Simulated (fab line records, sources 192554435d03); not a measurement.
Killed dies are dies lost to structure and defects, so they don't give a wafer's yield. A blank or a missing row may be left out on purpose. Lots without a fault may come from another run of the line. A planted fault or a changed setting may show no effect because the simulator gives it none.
Chamber matching | flow n5_finfet | N5_GATE_CUT_PECVD_57 on pecvd-01: 3 sister chambers
The step deposits SiNx from SiH4/NH3/N2, target thk 21 nm. 3 wafers are shown with their chamber, then 9 later ones without.

WAFERS WITH THEIR CHAMBER
wafer  | chamber | throttle_valve_pct (%)
L084.5 | 2       | 43.7
L086.4 | 0       | 39.2
L086.5 | 1       | 41.6

WAFERS WITHOUT THEIR CHAMBER
wafer  | throttle_valve_pct (%)
L087.1 | 43.3
L087.4 | 43.4
L087.5 | 39.3
L090.2 | 39.3
L090.4 | 39.2
L090.5 | 43.7
L094.1 | 41.7
L094.4 | 39.5
L094.5 | 41.5

WHICH CHAMBER EACH WENT THROUGH
wafer  | from the rows above | in truth
L087.1 | 2                   | 2
L087.4 | 2                   | 2
L087.5 | 0                   | 0
L090.2 | 0                   | 0
L090.4 | 0                   | 0
L090.5 | 2                   | 2
L094.1 | 1                   | 1
L094.4 | 0                   | 0
L094.5 | 1                   | 1
Placed correctly: 9 of 9. Can't be placed from these rows: 0. Placed wrongly: 0.
How it was worked out, from the rows above alone: a wafer's distance from a chamber is the root of the sum, over the readings, of the square of ((its reading less the chamber's mean) divided by the reading's scatter). The wafer belongs to the nearest chamber; if the next one is less than 2 further off, it can't be placed. A chamber's mean is the mean of its shown wafers. The scatter: with one shown wafer a chamber, the root of the mean of the squares of how far each hidden wafer lies from its nearest shown one.
